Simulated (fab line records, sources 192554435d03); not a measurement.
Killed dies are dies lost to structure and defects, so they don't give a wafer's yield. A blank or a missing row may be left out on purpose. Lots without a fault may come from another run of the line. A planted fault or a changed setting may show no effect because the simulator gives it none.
fab line records | flow n5_finfet
record lots=5 wafers=15 last_day=17
route steps=1938 shown BEOL_M1@810
lots that met no fault: from a run of the same line without faults
start_h: hours from the record's first day to the start of the lot's first wafer shown | wait_h: hours since the lot's step before | " the same as in the row above | L1.1+2: a row that stands for several wafers | - no value, or no start given | * or withheld: withheld | < > ~ a bound
route shown NAME@n: a module of which the file shows steps, and the number in the route of the first | usual: mean/standard deviation of fault-free wafers | same: alike in all rows | chamber/n: place in a boat | sites: the reading at each site | _std_site: their standard deviation | _edge_site: outer sites' mean less inner sites' | radius_mm: how far each site lies from the wafer's centre | mask NAME#n: copy n | behind: the tool/chamber that last shaped the wafer | hold: why the lot was held/for how many hours/how that ended | device: the transistor (n, p or np) that didn't switch | end of line: the same wafers' tests at the end of the route | a step without rows: its recipe alone | killed: dies lost to structure and defects at the first sort, not the wafer's yield | map: a wafer's dies, x killed, . not, _ none there
set.NAME: the setting as run; set.NAME@STEP: as run at that earlier step | model.NAME: the simulator's own value behind a step, which no gauge read
lots at some steps of the route; a table a step, a row a wafer
services: from which hour (start_h, from the record's first day; less than 0 if before it) a tool's chamber was out of use, for how many hours, and why
## steps
# step N5_BEOL_M1_PRE_CLEAN_45
# recipe gas=H2/He time_s=30 temp_c=250
# usual heater_power_w=342/32
# columns lot.wafer tool chamber start_h wait_h heater_power_w
L078.2 pvd_sputter-01 - 145.41 0.0 315
L078.3 " - " " 314
L078.5 " - " " 316
L077.2 pvd_sputter-02 - 147.37 0.0 316
L077.5 " - " " 320
L077.6 " - " " 352
L081.1 pvd_sputter-02 - 173.06 0.0 415
L081.5 " - " " 364
L081.6 " - " " 407
L093.3 pvd_sputter-03 - 243.16 0.0 323
L093.5 " - " " 347
L093.6 " - " " 327
L096.4 pvd_sputter-02 - 266.72 0.0 345
L096.5 " - " " 324
L096.6 " - " " 379
# step N5_BEOL_M1_ALD_84
# recipe material=TaN target_thk_a=* temp_c=275 ald_precursor_family=PDMAT ald_co_reactant=NH3 pressure_torr=3 carrier_flow_sccm=1500 pulse_time_s=2 purge_time_s=3 co_reactant_purge_time_s=2 co_reactant_pulse_time_s=3 ald_cycles=30 precursor_vessel_temp_c=75 precursor_vessel_pressure_torr=26.25 precursor_vessel_carrier_sccm=1000
# usual heater_power_w=442/45
# columns lot.wafer tool chamber start_h wait_h heater_power_w
L078.2 ald_metal-02 2 145.47 0.0 386
L078.3 " 0 " " 458
L078.5 " 2 " " 382
L077.2 ald_metal-01 2 147.51 0.1 464
L077.5 " 0 " " 426
L077.6 " 1 " " 427
L081.1 ald_metal-03 2 173.12 0.0 529
L081.5 " 3 " " 381
L081.6 " 2 " " 530
L093.3 ald_metal-03 0 243.28 0.1 422
L093.5 " 2 " " 520
L093.6 " 1 " " 523
L096.4 ald_metal-01 1 266.78 0.0 427
L096.5 " 0 " " 427
L096.6 " 3 " " 440
# step N5_BEOL_M1_SURFACE_TREAT_85
# recipe gas=Ar time_s=* ion_energy_ev=* ion_current_ma_cm2=0.5 pressure_mtorr=* ar_flow_sccm=30
# usual throttle_valve_pct=*
# columns lot.wafer tool chamber start_h wait_h throttle_valve_pct
L078.2 pvd_sputter-01 - 145.99 0.4 *
L078.3 " - " " *
L078.5 " - " " *
L077.2 pvd_sputter-03 - 147.78 0.2 *
L077.5 " - " " *
L077.6 " - " " *
L081.1 pvd_sputter-01 - 173.42 0.2 *
L081.5 " - " " *
L081.6 " - " " *
L093.3 pvd_sputter-01 - 244.02 0.6 *
L093.5 " - " " *
L093.6 " - " " *
L096.4 pvd_sputter-02 - 267.01 0.1 *
L096.5 " - " " *
L096.6 " - " " *
# step N5_BEOL_M1_CVD_47
# recipe material=Co target_thk_a=30 temp_c=withheld precursor=CCTBA/H2 pressure_torr=30 time_s=223.8
# columns lot.wafer tool chamber start_h wait_h
L078.2+3+5 cvd_co-02 2,0,1 146.06 0.1
L077.2+5+6 cvd_co-02 2,1,2 147.93 0.1
L081.1+5+6 cvd_co-01 2,2,0 173.52 0.1
L093.3+5+6 cvd_co-01 1,0,2 244.31 0.3
L096.4+5+6 cvd_co-02 1,2,0 267.17 0.1
# step N5_BEOL_M1_SPUTTER_48
# recipe material=Cu target_thk_a=45 temp_c=-20 chamber_pressure_pa=0.07 power_w=withheld time_s=8.29
# usual chamber_pressure_pa=0.07004/0.00014 throttle_valve_pct=30.0/1.2
# columns lot.wafer tool chamber start_h wait_h chamber_pressure_pa throttle_valve_pct
L078.2 pvd_sputter-01 - 146.27 0.1 0.06984 31.6
L078.3 " - " " 0.07022 30.2
L078.5 " - " " 0.07009 29.0
L077.2 pvd_sputter-01 - 148.11 0.1 0.07006 28.9
L077.5 " - " " 0.07005 30.2
L077.6 " - " " 0.07013 31.3
L081.1 pvd_sputter-01 - 173.94 0.4 0.07006 29.1
L081.5 " - " " 0.07006 30.0
L081.6 " - " " 0.07014 29.3
L093.3 pvd_sputter-03 - 245.21 0.8 0.07 30.7
L093.5 " - " " 0.07017 30.7
L093.6 " - " " 0.07013 28.0
L096.4 pvd_sputter-03 - 267.34 0.1 0.06972 28.1
L096.5 " - " " 0.07001 30.5
L096.6 " - " " 0.07028 28.1
# step N5_BEOL_M1_ANNEAL_49
# recipe temp_c=400 time_s=240 ambient=vacuum
# usual heater_power_w=828/68 susceptor_temp_C_max=401.0/0.44
# columns lot.wafer tool chamber start_h wait_h heater_power_w susceptor_temp_C_max
L078.2 pvd_sputter-01 - 146.35 0.0 888 402.1
L078.3 " - " " 749 400.7
L078.5 " - " " 812 400.6
L077.2 pvd_sputter-01 - 148.19 0.0 807 400.8
L077.5 " - " " 766 401.0
L077.6 " - " " 865 401.7
L081.1 pvd_sputter-01 - 174.02 0.0 799 400.9
L081.5 " - " " 754 401.1
L081.6 " - " " 783 400.9
L093.3 pvd_sputter-03 - 245.29 0.0 735 400.5
L093.5 " - " " 735 401.1
L093.6 " - " " 823 400.8
L096.4 pvd_sputter-03 - 267.42 0.0 846 400.7
L096.5 " - " " 741 401.0
L096.6 " - " " 852 400.8
# step N5_BEOL_M1_SPUTTER_79
# recipe material=Cu target_thk_a=45 temp_c=-20 chamber_pressure_pa=0.07 power_w=withheld time_s=8.29
# usual chamber_pressure_pa=0.07/0.00013 throttle_valve_pct=30.0/1.2
# columns lot.wafer tool chamber start_h wait_h chamber_pressure_pa throttle_valve_pct
L078.2 pvd_sputter-01 - 146.49 0.1 0.07001 31.5
L078.3 " - " " 0.0704 30.3
L078.5 " - " " 0.07005 29.1
L077.2 pvd_sputter-01 - 148.33 0.1 0.07004 28.9
L077.5 " - " " 0.06995 30.2
L077.6 " - " " 0.06982 31.3
L081.1 pvd_sputter-01 - 174.16 0.1 0.06998 29.1
L081.5 " - " " 0.07005 30.1
L081.6 " - " " 0.06987 29.0
L093.3 pvd_sputter-03 - 245.43 0.1 0.07013 30.2
L093.5 " - " " 0.06984 30.6
L093.6 " - " " 0.07004 27.9
L096.4 pvd_sputter-03 - 267.56 0.1 0.06996 28.4
L096.5 " - " " 0.06987 30.6
L096.6 " - " " 0.07033 28.3
# step N5_BEOL_M1_ANNEAL_80
# recipe temp_c=400 time_s=240 ambient=vacuum
# usual heater_power_w=830/68 susceptor_temp_C_max=401.1/0.43
# columns lot.wafer tool chamber start_h wait_h heater_power_w susceptor_temp_C_max
L078.2 pvd_sputter-01 - 146.57 0.0 872 402.1
L078.3 " - " " 775 400.7
L078.5 " - " " 797 400.6
L077.2 pvd_sputter-01 - 148.41 0.0 813 401.3
L077.5 " - " " 771 401.1
L077.6 " - " " 857 400.6
L081.1 pvd_sputter-01 - 174.24 0.0 791 400.7
L081.5 " - " " 775 400.7
L081.6 " - " " 808 400.4
L093.3 pvd_sputter-03 - 245.51 0.0 717 401.1
L093.5 " - " " 734 401.7
L093.6 " - " " 828 400.7
L096.4 pvd_sputter-03 - 267.64 0.0 818 401.1
L096.5 " - " " 736 401.0
L096.6 " - " " 861 400.8
# step N5_BEOL_M1_SPUTTER_81
# recipe material=Cu target_thk_a=45 temp_c=-20 chamber_pressure_pa=0.07 power_w=withheld time_s=8.29
# usual chamber_pressure_pa=0.07/0.00014 throttle_valve_pct=30.0/1.2
# columns lot.wafer tool chamber start_h wait_h chamber_pressure_pa throttle_valve_pct
L078.2 pvd_sputter-01 - 146.71 0.1 0.07005 31.2
L078.3 " - " " 0.07014 30.2
L078.5 " - " " 0.06991 29.0
L077.2 pvd_sputter-01 - 148.55 0.1 0.07013 28.9
L077.5 " - " " 0.06991 30.1
L077.6 " - " " 0.07006 31.1
L081.1 pvd_sputter-01 - 174.38 0.1 0.07001 28.5
L081.5 " - " " 0.07024 30.2
L081.6 " - " " 0.06985 28.9
L093.3 pvd_sputter-03 - 245.65 0.1 0.07004 30.5
L093.5 " - " " 0.06997 30.7
L093.6 " - " " 0.07012 28.1
L096.4 pvd_sputter-03 - 267.78 0.1 0.07024 28.1
L096.5 " - " " 0.07005 30.7
L096.6 " - " " 0.07004 28.5
# step N5_BEOL_M1_ANNEAL_82
# recipe temp_c=400 time_s=240 ambient=vacuum
# usual heater_power_w=829/71 susceptor_temp_C_max=401.0/0.4
# columns lot.wafer tool chamber start_h wait_h heater_power_w susceptor_temp_C_max
L078.2 pvd_sputter-01 - 146.79 0.0 867 401.3
L078.3 " - " " 756 400.9
L078.5 " - " " 771 401.1
L077.2 pvd_sputter-01 - 148.63 0.0 802 400.8
L077.5 " - " " 755 401.0
L077.6 " - " " 864 401.3
L081.1 pvd_sputter-01 - 174.46 0.0 788 400.9
L081.5 " - " " 758 400.6
L081.6 " - " " 800 401.2
L093.3 pvd_sputter-03 - 245.73 0.0 752 400.8
L093.5 " - " " 766 401.2
L093.6 " - " " 832 400.4
L096.4 pvd_sputter-03 - 267.86 0.0 822 400.9
L096.5 " - " " 747 401.2
L096.6 " - " " 864 400.7
# step N5_BEOL_M1_SPUTTER_86
# recipe material=Cu target_thk_a=45 temp_c=-20 chamber_pressure_pa=0.07 power_w=withheld time_s=8.29
# usual chamber_pressure_pa=0.06998/0.00015 throttle_valve_pct=30.0/1.2
# columns lot.wafer tool chamber start_h wait_h chamber_pressure_pa throttle_valve_pct
L078.2 pvd_sputter-01 - 146.93 0.1 0.07009 31.1
L078.3 " - " " 0.07007 30.2
L078.5 " - " " 0.07002 28.7
L077.2 pvd_sputter-01 - 148.77 0.1 0.07023 29.0
L077.5 " - " " 0.06995 30.2
L077.6 " - " " 0.06972 31.2
L081.1 pvd_sputter-01 - 174.60 0.1 0.07015 29.0
L081.5 " - " " 0.06991 30.2
L081.6 " - " " 0.07011 29.1
L093.3 pvd_sputter-03 - 245.87 0.1 0.06982 30.5
L093.5 " - " " 0.0699 30.7
L093.6 " - " " 0.06995 28.2
L096.4 pvd_sputter-03 - 268.00 0.1 0.0701 28.1
L096.5 " - " " 0.06992 30.6
L096.6 " - " " 0.07004 28.4
# step N5_BEOL_M1_ANNEAL_87
# recipe temp_c=400 time_s=240 ambient=vacuum
# usual heater_power_w=829/67 susceptor_temp_C_max=401.0/0.44
# columns lot.wafer tool chamber start_h wait_h heater_power_w susceptor_temp_C_max
L078.2 pvd_sputter-01 - 147.01 0.0 860 401.4
L078.3 " - " " 759 400.9
L078.5 " - " " 800 400.8
L077.2 pvd_sputter-01 - 148.85 0.0 789 400.3
L077.5 " - " " 758 400.9
L077.6 " - " " 876 401.1
L081.1 pvd_sputter-01 - 174.68 0.0 793 400.4
L081.5 " - " " 765 401.2
L081.6 " - " " 794 400.8
L093.3 pvd_sputter-03 - 245.95 0.0 732 400.8
L093.5 " - " " 766 401.4
L093.6 " - " " 838 400.6
L096.4 pvd_sputter-03 - 268.08 0.0 820 401.0
L096.5 " - " " 734 401.2
L096.6 " - " " 840 400.9
# step N5_BEOL_M1_SPUTTER_88
# recipe material=Cu target_thk_a=45 temp_c=-20 chamber_pressure_pa=0.07 power_w=withheld time_s=8.29
# usual chamber_pressure_pa=0.07002/0.00014 throttle_valve_pct=30.0/1.2
# columns lot.wafer tool chamber start_h wait_h chamber_pressure_pa throttle_valve_pct
L078.2 pvd_sputter-01 - 147.15 0.1 0.06986 31.4
L078.3 " - " " 0.06998 30.2
L078.5 " - " " 0.07013 29.4
L077.2 pvd_sputter-01 - 148.99 0.1 0.06998 29.0
L077.5 " - " " 0.06994 30.1
L077.6 " - " " 0.06991 30.9
L081.1 pvd_sputter-01 - 174.82 0.1 0.06979 28.8
L081.5 " - " " 0.07004 30.3
L081.6 " - " " 0.06985 28.8
L093.3 pvd_sputter-03 - 246.09 0.1 0.06985 30.9
L093.5 " - " " 0.06971 30.5
L093.6 " - " " 0.06984 27.9
L096.4 pvd_sputter-03 - 268.22 0.1 0.07002 28.2
L096.5 " - " " 0.07016 30.7
L096.6 " - " " 0.0703 28.4
# step N5_BEOL_M1_ANNEAL_89
# recipe temp_c=400 time_s=240 ambient=vacuum
# usual heater_power_w=827/68 susceptor_temp_C_max=401.0/0.42
# columns lot.wafer tool chamber start_h wait_h heater_power_w susceptor_temp_C_max
L078.2 pvd_sputter-01 - 147.23 0.0 877 401.0
L078.3 " - " " 751 401.3
L078.5 " - " " 801 400.4
L077.2 pvd_sputter-01 - 149.07 0.0 799 400.6
L077.5 " - " " 758 401.0
L077.6 " - " " 839 400.7
L081.1 pvd_sputter-01 - 174.90 0.0 785 400.8
L081.5 " - " " 762 401.2
L081.6 " - " " 814 400.9
L093.3 pvd_sputter-03 - 246.17 0.0 731 401.0
L093.5 " - " " 758 401.0
L093.6 " - " " 822 400.4
L096.4 pvd_sputter-03 - 268.30 0.0 825 400.8
L096.5 " - " " 737 400.7
L096.6 " - " " 867 400.3
# step N5_BEOL_M1_SPUTTER_90
# recipe material=Cu target_thk_a=45 temp_c=-20 chamber_pressure_pa=0.07 power_w=withheld time_s=8.29
# usual chamber_pressure_pa=0.07002/0.00013 throttle_valve_pct=30.0/1.2
# columns lot.wafer tool chamber start_h wait_h chamber_pressure_pa throttle_valve_pct
L078.2 pvd_sputter-01 - 147.37 0.1 0.07011 31.2
L078.3 " - " " 0.07008 30.6
L078.5 " - " " 0.07019 29.1
L077.2 pvd_sputter-01 - 149.21 0.1 0.07009 29.0
L077.5 " - " " 0.07026 30.2
L077.6 " - " " 0.07011 31.4
L081.1 pvd_sputter-01 - 175.04 0.1 0.06997 29.0
L081.5 " - " " 0.0699 30.4
L081.6 " - " " 0.07012 29.0
L093.3 pvd_sputter-03 - 246.31 0.1 0.07008 30.6
L093.5 " - " " 0.07001 30.5
L093.6 " - " " 0.0699 28.2
L096.4 pvd_sputter-03 - 268.44 0.1 0.0699 27.9
L096.5 " - " " 0.06992 30.5
L096.6 " - " " 0.0701 28.4
# step N5_BEOL_M1_ANNEAL_91
# recipe temp_c=400 time_s=240 ambient=vacuum
# usual heater_power_w=829/67 susceptor_temp_C_max=401.0/0.41
# columns lot.wafer tool chamber start_h wait_h heater_power_w susceptor_temp_C_max
L078.2 pvd_sputter-01 - 147.45 0.0 875 401.3
L078.3 " - " " 752 400.8
L078.5 " - " " 801 400.9
L077.2 pvd_sputter-01 - 149.29 0.0 789 400.6
L077.5 " - " " 756 400.6
L077.6 " - " " 863 401.5
L081.1 pvd_sputter-01 - 175.12 0.0 821 400.6
L081.5 " - " " 751 401.1
L081.6 " - " " 792 400.7
L093.3 pvd_sputter-03 - 246.39 0.0 754 401.1
L093.5 " - " " 745 401.0
L093.6 " - " " 836 400.6
L096.4 pvd_sputter-03 - 268.52 0.0 793 400.5
L096.5 " - " " 776 400.8
L096.6 " - " " 855 400.7
# step N5_BEOL_M1_SPUTTER_92
# recipe material=Cu target_thk_a=45 temp_c=-20 chamber_pressure_pa=0.07 power_w=withheld time_s=8.29
# usual chamber_pressure_pa=0.07/0.00014 throttle_valve_pct=30.0/1.2
# columns lot.wafer tool chamber start_h wait_h chamber_pressure_pa throttle_valve_pct
L078.2 pvd_sputter-01 - 147.59 0.1 0.06985 31.3
L078.3 " - " " 0.07003 30.4
L078.5 " - " " 0.06985 29.2
L077.2 pvd_sputter-01 - 149.43 0.1 0.07014 29.0
L077.5 " - " " 0.07018 30.3
L077.6 " - " " 0.07 31.4
L081.1 pvd_sputter-01 - 175.26 0.1 0.07008 29.3
L081.5 " - " " 0.07002 29.7
L081.6 " - " " 0.07038 29.0
L093.3 pvd_sputter-03 - 246.53 0.1 0.07007 30.9
L093.5 " - " " 0.07012 30.7
L093.6 " - " " 0.06992 27.9
L096.4 pvd_sputter-03 - 268.66 0.1 0.06987 28.1
L096.5 " - " " 0.06954 30.8
L096.6 " - " " 0.06997 28.2
# step N5_BEOL_M1_ANNEAL_93
# recipe temp_c=400 time_s=240 ambient=vacuum
# usual heater_power_w=829/66 susceptor_temp_C_max=401.0/0.39
# columns lot.wafer tool chamber start_h wait_h heater_power_w susceptor_temp_C_max
L078.2 pvd_sputter-01 - 147.67 0.0 875 401.2
L078.3 " - " " 757 401.4
L078.5 " - " " 778 400.6
L077.2 pvd_sputter-01 - 149.51 0.0 793 401.1
L077.5 " - " " 768 400.7
L077.6 " - " " 857 401.5
L081.1 pvd_sputter-01 - 175.34 0.0 792 401.2
L081.5 " - " " 780 401.1
L081.6 " - " " 783 401.3
L093.3 pvd_sputter-03 - 246.61 0.0 748 400.6
L093.5 " - " " 775 400.7
L093.6 " - " " 828 401.0
L096.4 pvd_sputter-03 - 268.74 0.0 815 400.5
L096.5 " - " " 762 401.0
L096.6 " - " " 885 401.0
# step N5_BEOL_M1_SPUTTER_94
# recipe material=Cu target_thk_a=45 temp_c=-20 chamber_pressure_pa=0.07 power_w=withheld time_s=8.29
# usual chamber_pressure_pa=0.07001/0.00014 throttle_valve_pct=30.0/1.2
# columns lot.wafer tool chamber start_h wait_h chamber_pressure_pa throttle_valve_pct
L078.2 pvd_sputter-01 - 147.81 0.1 0.07001 31.3
L078.3 " - " " 0.07018 30.3
L078.5 " - " " 0.07019 29.3
L077.2 pvd_sputter-01 - 149.65 0.1 0.06998 29.1
L077.5 " - " " 0.07011 30.3
L077.6 " - " " 0.07011 31.3
L081.1 pvd_sputter-01 - 175.48 0.1 0.06977 28.8
L081.5 " - " " 0.06992 30.1
L081.6 " - " " 0.06986 29.0
L093.3 pvd_sputter-03 - 246.75 0.1 0.06968 30.7
L093.5 " - " " 0.06981 31.0
L093.6 " - " " 0.06992 27.9
L096.4 pvd_sputter-03 - 268.88 0.1 0.07005 28.3
L096.5 " - " " 0.07015 30.6
L096.6 " - " " 0.07 28.2
# step N5_BEOL_M1_ANNEAL_95
# recipe temp_c=400 time_s=240 ambient=vacuum
# usual heater_power_w=829/69 susceptor_temp_C_max=401.0/0.41
# columns lot.wafer tool chamber start_h wait_h heater_power_w susceptor_temp_C_max
L078.2 pvd_sputter-01 - 147.89 0.0 873 401.5
L078.3 " - " " 759 401.2
L078.5 " - " " 776 400.8
L077.2 pvd_sputter-01 - 149.73 0.0 808 401.0
L077.5 " - " " 759 401.2
L077.6 " - " " 888 401.6
L081.1 pvd_sputter-01 - 175.56 0.0 798 400.8
L081.5 " - " " 767 401.2
L081.6 " - " " 795 401.0
L093.3 pvd_sputter-03 - 246.83 0.0 749 400.8
L093.5 " - " " 767 400.8
L093.6 " - " " 839 401.0
L096.4 pvd_sputter-03 - 268.96 0.0 833 400.6
L096.5 " - " " 716 401.0
L096.6 " - " " 835 400.8
# step N5_BEOL_M1_SPUTTER_96
# recipe material=Cu target_thk_a=45 temp_c=-20 chamber_pressure_pa=0.07 power_w=withheld time_s=8.29
# usual chamber_pressure_pa=0.07002/0.00015 throttle_valve_pct=30.0/1.2
# columns lot.wafer tool chamber start_h wait_h chamber_pressure_pa throttle_valve_pct
L078.2 pvd_sputter-01 - 148.03 0.1 0.06998 31.3
L078.3 " - " " 0.06995 30.4
L078.5 " - " " 0.06998 28.9
L077.2 pvd_sputter-01 - 149.87 0.1 0.07013 29.0
L077.5 " - " " 0.06977 30.0
L077.6 " - " " 0.0698 31.2
L081.1 pvd_sputter-01 - 175.70 0.1 0.06992 29.1
L081.5 " - " " 0.0702 30.2
L081.6 " - " " 0.06998 29.0
L093.3 pvd_sputter-03 - 246.97 0.1 0.07021 30.8
L093.5 " - " " 0.0702 30.6
L093.6 " - " " 0.06979 28.2
L096.4 pvd_sputter-03 - 269.10 0.1 0.07005 28.2
L096.5 " - " " 0.07001 30.8
L096.6 " - " " 0.07027 28.5
# step N5_BEOL_M1_ECD_50
# recipe material=Cu target_thk_a=3000
# columns lot.wafer tool chamber start_h wait_h
L078.2+3+5 ecd_cu-02 0 148.15 0.1
L077.2+5+6 ecd_cu-01 1,1,0 149.99 0.1
L081.1+5+6 ecd_cu-01 0,1,0 175.82 0.1
L093.3+5+6 ecd_cu-01 1,0,1 247.10 0.1
L096.4+5+6 ecd_cu-01 0,0,1 269.24 0.1
# step N5_BEOL_M1_ANNEAL_51
# recipe temp_c=225 time_s=90 ambient=N2
# usual wafer_temp_C_max=225.79/0.24
# columns lot.wafer tool chamber start_h wait_h wafer_temp_C_max
L078.2 rtp_anneal-02 0 148.28 0.1 226.16
L078.3 " 0 " " 225.60
L078.5 " 0 " " 226.05
L077.2 rtp_anneal-02 0 150.12 0.1 225.80
L077.5 " 0 " " 226.02
L077.6 " 0 " " 225.66
L081.1 rtp_anneal-01 0 175.90 0.1 225.78
L081.5 " 0 " " 225.32
L081.6 " 0 " " 225.74
L093.3 rtp_anneal-01 0 247.34 0.2 225.84
L093.5 " 0 " " 225.58
L093.6 " 0 " " 225.42
L096.4 rtp_anneal-01 0 269.55 0.3 225.42
L096.5 " 0 " " 225.46
L096.6 " 0 " " 225.59
# step N5_BEOL_M1_CMP_52
# recipe stop_on=SiOC t_overpolish_s=6.8 down_force_psi=1 platen_rpm=50 clearing_platen_down_force_psi=1.5 clearing_platen_rpm=50 post_cmp_clean=cu_alkaline target_thk_nm=40 clearing_platen_pad_velocity_m_s=0.99484 pad_velocity_m_s=0.99484
# usual barrier_field_endpoint_s=24.8/0.59 motor_current_A=5.9/0.42 overpolish_run_s=6.801/0.009 platen_rpm=50.00/0.032 time_to_endpoint_s=62.4/2.4
# columns lot.wafer tool chamber start_h wait_h barrier_field_endpoint_s motor_current_A overpolish_run_s platen_rpm time_to_endpoint_s
L078.2 cmp-02 2 148.57 0.2 23.9 6.4 6.811 49.97 60.6
L078.3 " 3 " " 23.7 5.3 6.792 50.05 58.0
L078.5 " 2 " " 24.4 6.5 6.794 49.99 63.3
L077.2 cmp-01 1 150.37 0.2 24.4 5.9 6.801 49.98 58.4
L077.6 " 1 " " 24.6 5.6 6.785 49.98 59.2
L077.5 " 2 " " 24.5 6.0 6.799 50.01 59.7
L081.1 cmp-03 1 176.23 0.3 24.9 6.4 6.812 50.01 65.9
L081.5 " 0 " " 25.8 6.0 6.809 49.97 65.8
L081.6 " 1 " " 25.6 6.9 6.796 50.02 69.2
L093.3 cmp-01 0 247.58 0.2 24.7 5.2 6.803 50.00 61.2
L093.6 " 3 " " 25.4 5.6 6.801 50.02 62.1
L093.5 " 0 " " 24.8 5.4 6.802 50.02 59.2
L096.4 cmp-02 2 269.82 0.2 25.5 6.4 6.804 49.99 62.1
L096.5 " 3 " " 25.4 5.6 6.791 50.06 59.3
L096.6 " 0 " " 26.1 5.7 6.808 50.02 63.9
# step N5_BEOL_M1_THK_MEAS_53
# recipe thk_meas_gauge=xrf reads=Cu_of_BEOL_M1_ECD_50
# usual M1_THK=40.0/1.5
# columns lot.wafer tool chamber start_h wait_h M1_THK[nm]
L078.2 film_metro-01 - 148.82 - 38.6
L078.3 " - " " 38.4
L078.5 " - " " 41.2
L077.2 film_metro-01 - 150.66 - 37.9
L077.5 " - " " 39.5
L077.6 " - " " 39.5
L081.1 film_metro-02 - 176.49 - 39.5
L081.5 " - " " 40.8
L081.6 " - " " 40.7
L093.3 film_metro-02 - 247.84 - 39.7
L093.5 " - " " 40.3
L093.6 " - " " 39.6
L096.4 film_metro-02 - 270.00 - 40.6
L096.5 " - " " 40.1
L096.6 " - " " 40.8
# step N5_BEOL_M1_PRE_CLEAN_60
# recipe gas=NH3/H2 time_s=15 temp_c=* rf_power_w=300
# usual heater_power_w=93/16
# columns lot.wafer tool chamber start_h wait_h heater_power_w
L078.2 cvd_co-01 2 148.86 0.0 80
L078.3 " 0 " " 119
L078.5 " 1 " " 103
L077.2 cvd_co-02 1 150.70 0.0 67
L077.5 " 1 " " 66
L077.6 " 0 " " 90
L081.1 cvd_co-01 0 176.53 0.0 117
L081.5 " 1 " " 104
L081.6 " 2 " " 82
L093.3 cvd_co-02 2 247.88 0.0 100
L093.5 " 0 " " 91
L093.6 " 2 " " 99
L096.4 cvd_co-02 1 270.06 0.1 67
L096.5 " 2 " " 100
L096.6 " 0 " " 91
# step N5_BEOL_M1_CO_CAP_55
# recipe material=Co target_thk_a=20 temp_c=200 precursor=CCTBA/H2 pressure_torr=30 time_s=102.1
# usual heater_power_w=247/20
# columns lot.wafer tool chamber start_h wait_h heater_power_w
L078.2 cvd_co-01 2 148.90 0.0 234
L078.3 " 0 " " 283
L078.5 " 1 " " 258
L077.2 cvd_co-02 1 150.74 0.0 211
L077.5 " 1 " " 210
L077.6 " 0 " " 242
L081.1 cvd_co-01 0 176.57 0.0 279
L081.5 " 1 " " 253
L081.6 " 2 " " 233
L093.3 cvd_co-02 2 247.92 0.0 252
L093.5 " 0 " " 243
L093.6 " 2 " " 253
L096.4 cvd_co-02 1 270.11 0.0 222
L096.5 " 2 " " 256
L096.6 " 0 " " 251
# step N5_BEOL_M1_PRE_CLEAN_56
# recipe gas=NH3 time_s=15 temp_c=withheld rf_power_w=300
# columns lot.wafer tool chamber start_h wait_h
L078.2+3+5 pecvd-02 0,1,2 148.99 0.1
L077.2+5+6 pecvd-02 0,2,0 150.83 0.1
L081.1+5+6 pecvd-03 1,2,1 176.66 0.1
L093.3+5+6 pecvd-02 1,0,1 248.01 0.1
L096.4+5+6 pecvd-04 0,2,1 270.18 0.0
# step N5_BEOL_M1_DEP_57
# recipe material=SiCN target_thk_a=80 temp_c=withheld precursor=3MS/NH3 pressure_torr=3 rf_w=202 time_s=14
# usual showerhead_plenum_p_Torr=3.662/0.012 throttle_valve_pct=8.9/0.4
# columns lot.wafer tool chamber start_h wait_h showerhead_plenum_p_Torr throttle_valve_pct
L078.2 pecvd-02 0 149.01 0.0 3.645 9.4
L078.3 " 1 " " 3.667 9.2
L078.5 " 2 " " 3.670 8.5
L077.2 pecvd-02 0 150.86 0.0 3.661 9.5
L077.5 " 2 " " 3.663 8.2
L077.6 " 0 " " 3.653 9.1
L081.1 pecvd-03 1 176.68 0.0 3.650 8.9
L081.5 " 2 " " 3.664 8.7
L081.6 " 1 " " 3.641 8.4
L093.3 pecvd-02 1 248.03 0.0 3.673 9.2
L093.5 " 0 " " 3.654 9.2
L093.6 " 1 " " 3.661 9.3
L096.4 pecvd-04 0 270.21 0.0 3.681 8.6
L096.5 " 2 " " 3.647 8.2
L096.6 " 1 " " 3.651 8.6
# step N5_BEOL_M1_RS_MEAS_58
# recipe thk_meas_gauge=four-point-probe reads=Co_of_BEOL_M1_CO_CAP_55+Cu_of_BEOL_M1_ECD_50+Co_of_BEOL_M1_CVD_47+TaN_of_BEOL_M1_ALD_84
# usual M1_RS=0.66/0.033
# columns lot.wafer tool chamber start_h wait_h M1_RS[ohm/sq]
L078.2 film_metro-01 - 149.09 0.1 0.69
L078.3 " - " " 0.70
L078.5 " - " " 0.64
L077.2 film_metro-01 - 150.92 0.1 0.71
L077.5 " - " " 0.67
L077.6 " - " " 0.68
L081.1 film_metro-02 - 176.75 0.0 0.66
L081.5 " - " " 0.64
L081.6 " - " " 0.63
L093.3 film_metro-01 - 248.10 0.1 0.65
L093.5 " - " " 0.64
L093.6 " - " " 0.65
L096.4 film_metro-02 - 270.27 0.0 0.65
L096.5 " - " " 0.66
L096.6 " - " " 0.65
# step N5_BEOL_M1_INSPECT_59
# recipe inspect_instrument=darkfield mode=post_dep
# usual raw_defect_count=71/29
# columns lot.wafer tool chamber start_h wait_h raw_defect_count
L078.2 defect_inspect-02 - 149.12 0.0 76
L078.3 " - " " 92
L078.5 " - " " 58
L077.2 defect_inspect-01 - 150.95 0.0 35
L077.5 " - " " 25
L077.6 " - " " 50
L081.1 defect_inspect-02 - 176.78 0.0 63
L081.5 " - " " 48
L081.6 " - " " 51
L093.3 defect_inspect-01 - 248.13 0.0 106
L093.5 " - " " 55
L093.6 " - " " 53
L096.4 defect_inspect-01 - 270.29 0.0 100
L096.5 " - " " 69
L096.6 " - " " 50
## services
# columns tool chamber start_h hours kind
cmp-01 - 121.44 0.4 repair
cmp-01 - 131.38 1.4 repair
ald_metal-02 3 137.04 21.5 repair
cmp-01 - 138.90 2.0 repair
cmp-01 - 161.14 0.8 repair
pecvd-02 - 163.34 0.8 repair
pecvd-02 0 166.71 11.2 repair
cvd_co-01 - 178.50 1.1 repair
rtp_anneal-01 - 190.25 1.0 pm
pecvd-04 1 191.46 8.1 repair
pecvd-02 0 192.78 9.0 repair
pvd_sputter-01 - 194.82 4.9 repair
ald_metal-02 - 196.70 0.3 repair
cmp-01 - 208.84 35.8 repair
ald_metal-03 - 226.43 1.0 repair
pecvd-02 - 227.27 0.8 repair
cmp-02 - 227.95 2.5 repair
ald_metal-03 3 231.50 15.4 repair
cvd_co-01 - 233.89 1.6 repair
cvd_co-01 1 235.94 3.0 repair
cvd_co-02 - 239.66 6.9 pm
ald_metal-01 3 241.88 15.3 repair
cmp-02 - 258.39 1.6 repair
rtp_anneal-02 - 269.26 3.4 pm
## key
fault none
